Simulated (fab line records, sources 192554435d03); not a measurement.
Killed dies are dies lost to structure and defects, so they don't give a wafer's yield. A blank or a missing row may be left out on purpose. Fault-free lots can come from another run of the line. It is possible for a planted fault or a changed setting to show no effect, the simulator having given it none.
Which tool was responsible? / flow n5-finfet / 21 lots, 63 wafers sampled, at 2 steps of a route of 1938

## WHAT EACH GAUGE READ, for each wafer
N5_SD_EPI_P_OVL_MEAS_10. Usual: for SD_P_BLK_OVL the level is 0.2 nm and the standard deviation is 0.67.
lot=L074; measured=day 3 04:35; on=overlay-02; SD_P_BLK_OVL (nm)=-0.6 -0.6 -1.3; flag=
lot=L076; measured=day 3 18:07; on=overlay-01; SD_P_BLK_OVL (nm)=0.1 -1.0 0.3; flag=
lot=L077; measured=day 4 03:44; on=overlay-02; SD_P_BLK_OVL (nm)=0.2 -0.2 0.9; flag=
lot=L078; measured=day 4 09:56; on=overlay-01; SD_P_BLK_OVL (nm)=0.4 0.1 0.8; flag=
lot=L079; measured=day 4 11:48; on=overlay-02; SD_P_BLK_OVL (nm)=-0.5 0.3 0.0; flag=
lot=L080; measured=day 4 17:58; on=overlay-01; SD_P_BLK_OVL (nm)=0.5 -0.2 0.5; flag=
lot=L081; measured=day 5 11:31; on=overlay-02; SD_P_BLK_OVL (nm)=0.0 -0.2 0.4; flag=
lot=L082; measured=day 5 13:34; on=overlay-02; SD_P_BLK_OVL (nm)=1.0 0.6 1.2; flag=
lot=L083; measured=day 5 15:41; on=overlay-01; SD_P_BLK_OVL (nm)=0.7 -0.1 1.2; flag=
lot=L084; measured=day 5 19:42; on=overlay-02; SD_P_BLK_OVL (nm)=0.0 -0.3 0.0; flag=
lot=L086; measured=day 6 14:03; on=overlay-02; SD_P_BLK_OVL (nm)=0.5 1.4 1.1; flag=
lot=L087; measured=day 6 19:01; on=overlay-02; SD_P_BLK_OVL (nm)=-0.7 -0.9 -0.9; flag=
lot=L088; measured=day 6 22:07; on=overlay-01; SD_P_BLK_OVL (nm)=0.3 -0.3 0.6; flag=
lot=L089; measured=day 7 03:58; on=overlay-01; SD_P_BLK_OVL (nm)=-0.1 0.3 -1.5; flag=
lot=L091; measured=day 7 12:34; on=overlay-02; SD_P_BLK_OVL (nm)=0.1 -0.5 -0.4; flag=
lot=L092; measured=day 7 18:50; on=overlay-01; SD_P_BLK_OVL (nm)=-0.5 1.2 0.1; flag=
lot=L093; measured=day 8 00:44; on=overlay-02; SD_P_BLK_OVL (nm)=0.9 0.3 -0.1; flag=
lot=L094; measured=day 8 06:15; on=overlay-01; SD_P_BLK_OVL (nm)=-1.9 0.0 0.2; flag=
lot=L095; measured=day 8 12:57; on=overlay-01; SD_P_BLK_OVL (nm)=0.2 1.1 0.0; flag=
lot=L096; measured=day 8 22:49; on=overlay-01; SD_P_BLK_OVL (nm)=-0.4 -0.9 0.4; flag=
lot=L097; measured=day 9 03:35; on=overlay-01; SD_P_BLK_OVL (nm)=1.3 0.1 -0.3; flag=

## WHICH TOOL RAN EACH LOT (tool, then ch and the chambers of the sampled wafers, then the start)
lot=L074; N5_SD_EPI_N_STRIP_38=plasma-asher-02 ch 0,1, day 3 01:05
lot=L076; N5_SD_EPI_N_STRIP_38=plasma-asher-02 ch 0,1, day 3 14:18
lot=L077; N5_SD_EPI_N_STRIP_38=plasma-asher-01 ch 0, day 3 23:32
lot=L078; N5_SD_EPI_N_STRIP_38=plasma-asher-02 ch 0,1, day 4 06:28
lot=L079; N5_SD_EPI_N_STRIP_38=plasma-asher-01 ch 0,1, day 4 07:29
lot=L080; N5_SD_EPI_N_STRIP_38=plasma-asher-01 ch 0,1, day 4 14:11
lot=L081; N5_SD_EPI_N_STRIP_38=plasma-asher-02 ch 0,1, day 5 05:59
lot=L082; N5_SD_EPI_N_STRIP_38=plasma-asher-01 ch 1, day 5 09:59
lot=L083; N5_SD_EPI_N_STRIP_38=plasma-asher-01 ch 1, day 5 11:28
lot=L084; N5_SD_EPI_N_STRIP_38=plasma-asher-02 ch 0,1, day 5 16:02
lot=L086; N5_SD_EPI_N_STRIP_38=plasma-asher-01 ch 0,1, day 6 10:34
lot=L087; N5_SD_EPI_N_STRIP_38=plasma-asher-02 ch 0,1, day 6 14:41
lot=L088; N5_SD_EPI_N_STRIP_38=plasma-asher-01 ch 0,1, day 6 17:46
lot=L089; N5_SD_EPI_N_STRIP_38=plasma-asher-02 ch 0,1, day 7 00:23
lot=L091; N5_SD_EPI_N_STRIP_38=plasma-asher-01 ch 0, day 7 08:58
lot=L092; N5_SD_EPI_N_STRIP_38=plasma-asher-01 ch 0,1, day 7 14:16
lot=L093; N5_SD_EPI_N_STRIP_38=plasma-asher-02 ch 0,1, day 7 21:07
lot=L094; N5_SD_EPI_N_STRIP_38=plasma-asher-01 ch 0,1, day 8 02:08
lot=L095; N5_SD_EPI_N_STRIP_38=plasma-asher-02 ch 0,1, day 8 09:10
lot=L096; N5_SD_EPI_N_STRIP_38=plasma-asher-02 ch 0,1, day 8 18:26
lot=L097; N5_SD_EPI_N_STRIP_38=plasma-asher-02 ch 1, day 8 23:05
- N5_SD_EPI_N_STRIP_38: strips in N2/H2.

## AS READ BY THE TOOLS THEMSELVES (means over the sampled wafers that have a number; for cases with no such wafer, the mark the record gives instead)
N5_SD_EPI_N_STRIP_38. Usual: drypump-motor-current-A 5.5 A, standard deviation 0.43; heater-power-w 328 W, standard deviation 25; oes-product-au 0.763 a.u., standard deviation 0.0099.
lot=L074; tool=plasma-asher-02; drypump-motor-current-A (A)=5.6; heater-power-w (W)=336; oes-product-au (a.u.)=0.764; flag=
lot=L076; tool=plasma-asher-02; drypump-motor-current-A (A)=5.6; heater-power-w (W)=337; oes-product-au (a.u.)=0.764; flag=
lot=L077; tool=plasma-asher-01; drypump-motor-current-A (A)=6.1; heater-power-w (W)=285; oes-product-au (a.u.)=0.760; flag=
lot=L078; tool=plasma-asher-02; drypump-motor-current-A (A)=5.6; heater-power-w (W)=333; oes-product-au (a.u.)=0.755; flag=
lot=L079; tool=plasma-asher-01; drypump-motor-current-A (A)=5.3; heater-power-w (W)=331; oes-product-au (a.u.)=0.761; flag=
lot=L080; tool=plasma-asher-01; drypump-motor-current-A (A)=5.4; heater-power-w (W)=331; oes-product-au (a.u.)=0.775; flag=
lot=L081; tool=plasma-asher-02; drypump-motor-current-A (A)=5.5; heater-power-w (W)=327; oes-product-au (a.u.)=0.761; flag=
lot=L082; tool=plasma-asher-01; drypump-motor-current-A (A)=4.9; heater-power-w (W)=357; oes-product-au (a.u.)=0.760; flag=
lot=L083; tool=plasma-asher-01; drypump-motor-current-A (A)=4.9; heater-power-w (W)=352; oes-product-au (a.u.)=0.761; flag=
lot=L084; tool=plasma-asher-02; drypump-motor-current-A (A)=5.5; heater-power-w (W)=333; oes-product-au (a.u.)=0.776; flag=
lot=L086; tool=plasma-asher-01; drypump-motor-current-A (A)=5.4; heater-power-w (W)=334; oes-product-au (a.u.)=0.761; flag=
lot=L087; tool=plasma-asher-02; drypump-motor-current-A (A)=5.5; heater-power-w (W)=336; oes-product-au (a.u.)=0.766; flag=
lot=L088; tool=plasma-asher-01; drypump-motor-current-A (A)=5.7; heater-power-w (W)=312; oes-product-au (a.u.)=0.760; flag=
lot=L089; tool=plasma-asher-02; drypump-motor-current-A (A)=5.5; heater-power-w (W)=334; oes-product-au (a.u.)=0.762; flag=
lot=L091; tool=plasma-asher-01; drypump-motor-current-A (A)=6.1; heater-power-w (W)=292; oes-product-au (a.u.)=0.756; flag=
lot=L092; tool=plasma-asher-01; drypump-motor-current-A (A)=5.3; heater-power-w (W)=328; oes-product-au (a.u.)=0.764; flag=
lot=L093; tool=plasma-asher-02; drypump-motor-current-A (A)=5.6; heater-power-w (W)=339; oes-product-au (a.u.)=0.758; flag=
lot=L094; tool=plasma-asher-01; drypump-motor-current-A (A)=5.7; heater-power-w (W)=304; oes-product-au (a.u.)=0.762; flag=
lot=L095; tool=plasma-asher-02; drypump-motor-current-A (A)=5.5; heater-power-w (W)=332; oes-product-au (a.u.)=0.772; flag=
lot=L096; tool=plasma-asher-02; drypump-motor-current-A (A)=5.6; heater-power-w (W)=340; oes-product-au (a.u.)=0.765; flag=
lot=L097; tool=plasma-asher-02; drypump-motor-current-A (A)=5.6; heater-power-w (W)=333; oes-product-au (a.u.)=0.762; flag=

## THE ANSWER, worked out from the rows above alone
Rule: take the mean of a lot's wafers that have a number; if it is more than 3 standard deviations from the usual mean, the lot is off. A lot without any number at a reading at which 4 lots or more have one is off too. All remaining lots with rows at the step are treated as sound. First the gauges in route order, then the tools' own readings, where a lot's mean is used as printed above. At the first step where some lot is off, the reading lying furthest off is the one used; lots without a number count as furthest.
No lot is off on any of the readings shown, so nothing can be concluded from this.

## WHAT WAS PUT IN BY THE SIMULATOR
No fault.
